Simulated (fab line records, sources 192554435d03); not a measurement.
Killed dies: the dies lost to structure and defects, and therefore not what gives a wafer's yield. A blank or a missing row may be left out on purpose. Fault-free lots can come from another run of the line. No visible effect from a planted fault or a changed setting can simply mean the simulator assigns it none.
Struck lot and sound lot, side by side    flow n5-finfet    43 steps out of a route of 1938
Sound: the wafers L827.2, L827.4, L827.5. Struck: wafer L818.3. (L818.2, L818.6 of the same lot were not struck and are left out.) The cause comes at the end.
Per side, at each step with rows, come the tool, then ch with its chambers, and then its first start. Under that, the readings that differ: sound wafers    struck wafers    difference of the means    sigmas: that difference in standard deviations of wafers without a fault.
alike: same words and numbers on both sides, and readings whose means sit less than 2 such deviations apart. not compared: any withheld reading, any reading some wafer has no value for, any bound like >300 that may hide the same value, and any number with overlapping values for which the record gives no deviation.
Wherever a step has rows on one side only, a row that says differs or no value, or a row with sigmas, the two part there. Numbers that don't overlap but have no deviation are shown without sigmas and don't part them. Lack of a reading on every wafer of one side parts them only where that side has two or more wafers.

first, 11 steps without rows for these wafers: N5_BEOL_M4_DESCUM_33 (chemistry O2, time 7 s); N5_BEOL_M4_ETCH_77 (etches underlayer in N2/H2, target depth 6.5 nm, time 5.2 s); N5_BEOL_M4_ETCH_69 (etches SiARC in CF4, target depth 15.6 nm, time 26 s); N5_BEOL_M4_ALD_98 (deposits SiO2, target thk 2.5 nm, pulse time 1 s, co reactant pulse time 1 s); N5_BEOL_M4_ETCHBACK_99 (etches SiO2 in CHF3, target depth 5 nm, time 10.4 s); N5_BEOL_M4_ETCH_70 (etches SOC in N2/H2, target depth 80 nm, overetch 24 nm, time 130 s); N5_BEOL_M4_STRIP_71 (strips in N2/H2); N5_BEOL_M4_STRIP_78 (strips in N2/H2); N5_BEOL_M4_VIA_ETCH_34 (etches the open film in C4F6/O2, target depth 69.4 nm, time 65.9 s); N5_BEOL_M4_STRIP_83 (strips in C4F6/O2); N5_BEOL_M4_STRIP_36 (strips in N2/H2).
N5_BEOL_M4_TRENCH_ETCH_37: etches SiOC in C4F6/O2, target depth 55.555 nm, time 29.2 s.
  sound on rie-diel-01 ch 0,2,3, day 14 12:49; struck on rie-diel-03 ch 2, day 11 08:13
reading                              sound             struck  difference  sigmas
run-length-s (s)                     52.3 51.9 52.6    50.3    -2.0        -4
model.etch.depth-nm (nm)             55.62 55.12 54.6  49.82   -5.29       
model.BEOL_M4.feature-depth-nm (nm)  55.6 55.2 54.6    49.8    -5.3        
  alike: drypump-motor-current-A, oes_f_703_au, oes-product-au, rf-vpp-V, showerhead-plenum-p-Torr, throttle-valve-pct
  not compared: rf-hours-counter-h
then, 2 steps without rows for these wafers: N5_BEOL_M4_ETCH_41 (etches SiCN in CH3F/O2, target depth 29.9 nm, time 52.5 s); N5_BEOL_M4_STRIP_97 (strips in N2/H2, time 10 s).
N5_BEOL_M4_OCD_MEAS_38:
  sound: ocd-01 at day 14 12:58; struck: ocd-01 at day 11 08:22
reading               sound           struck  difference  sigmas
trench-depth-nm (nm)  55.8 55.2 54.8  49.6    -5.7        -6
then, 25 steps without rows for these wafers: N5_BEOL_M4_HM_STRIP_39 (strips TiN in peroxide tin strip, target depth 25 nm, time 158 s); N5_BEOL_M4_SRD_40 (time 30 s); N5_BEOL_M4_PRECLEAN_42 (cleans in residue remover, time 60 s); N5_BEOL_M4_SRD_43 (time 30 s); N5_BEOL_M4_DEGAS_44 (time 60 s); N5_BEOL_M4_PRE_CLEAN_45 (time 30 s); N5_BEOL_M4_ALD_84 (deposits TaN, pulse time 2 s, purge time 3 s, co reactant purge time 2 s); N5_BEOL_M4_SURFACE_TREAT_85; N5_BEOL_M4_CVD_47 (deposits Co from CCTBA/H2, target thk 3 nm, time 223.8 s); N5_BEOL_M4_SPUTTER_48 (material Cu, target thk 4.5 nm, time 8.29 s); N5_BEOL_M4_ANNEAL_49 (time 240 s); N5_BEOL_M4_SPUTTER_79 (material Cu, target thk 4.5 nm, time 8.29 s); N5_BEOL_M4_ANNEAL_80 (time 240 s); N5_BEOL_M4_SPUTTER_81 (material Cu, target thk 4.5 nm, time 8.29 s); N5_BEOL_M4_ANNEAL_82 (time 240 s); N5_BEOL_M4_SPUTTER_86 (material Cu, target thk 4.5 nm, time 8.29 s); N5_BEOL_M4_ANNEAL_87 (time 240 s); N5_BEOL_M4_SPUTTER_88 (material Cu, target thk 4.5 nm, time 8.29 s); N5_BEOL_M4_ANNEAL_89 (time 240 s); N5_BEOL_M4_SPUTTER_90 (material Cu, target thk 4.5 nm, time 8.29 s); N5_BEOL_M4_ANNEAL_91 (time 240 s); N5_BEOL_M4_SPUTTER_92 (material Cu, target thk 4.5 nm, time 8.29 s); N5_BEOL_M4_ANNEAL_93 (time 240 s); N5_BEOL_M4_SPUTTER_94 (material Cu, target thk 4.5 nm, time 8.29 s); N5_BEOL_M4_ANNEAL_95 (time 240 s).
N5_BEOL_M4_CMP_52: polishes, stops on SiOC, t overpolish 6.8 s, target thk 40 nm.
  sound on cmp-01 ch 0,1,2, day 14 16:18; struck on cmp-04 ch 3, day 11 11:49
reading                                 sound                 struck  difference  sigmas
clearing-platen-rpm (rpm)               49.985 50.007 50.017  50.062  +0.059      +2
motor-current-A (A)                     5.8 6.7 5.4           7.9     +1.9        +3
model.Cu_of_BEOL_M4_ECD_50.thk-nm (nm)  40.6 40.2 38          33.4    -6.2        
  alike: barrier-field-endpoint-s, overpolish-run-s, time-to-endpoint-s
N5_BEOL_M4_RS_MEAS_58: a four-point-probe measurement.
  sound: film-metro-01 at day 14 16:52; struck: film-metro-02 at day 11 12:23
reading         sound           struck  difference  sigmas
M4_RS (ohm/sq)  0.66 0.67 0.71  0.85    +0.17       +5
N5_BEOL_M4_RC_MEAS_101:
  sound on prober-02 ch 0, day 14 17:04; struck on prober-02 ch 0, day 11 12:35
reading         sound              struck  difference  sigmas
DIBL_N (mV/V)   39.1 35.9 38.1     32.5    -5.2        -3
DIBL_P (mV/V)   38.5 34.2 36.9     32.2    -4.3        -2
IOFF_N (nA/um)  0.197 0.139 0.179  0.104   -0.068      -3
IOFF_P (nA/um)  0.30 0.20 0.26     0.16    -0.09       -3
ION_N (uA/um)   681 671 678        653     -24         -2
ION_P (uA/um)   470 468 473        455     -15         -2
SS_N (mV/dec)   71.4 70.7 71.4     69.9    -1.3        -2
SS_P (mV/dec)   74.1 73.6 73.8     72.1    -1.7        -3
VT_N (mV)       245.4 249.0 247.1  256.1   +8.9        +3
VT_P (mV)       -243 -250 -244     -254    -8          -3

## WHERE THEY PART
Earliest at N5_BEOL_M4_TRENCH_ETCH_37; latest, in this record, at N5_BEOL_M4_RC_MEAS_101.

WHY: the cause the simulator had injected
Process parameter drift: rie-diel-03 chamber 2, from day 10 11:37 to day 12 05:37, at N5_BEOL_M4_TRENCH_ETCH_37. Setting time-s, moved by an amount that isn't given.
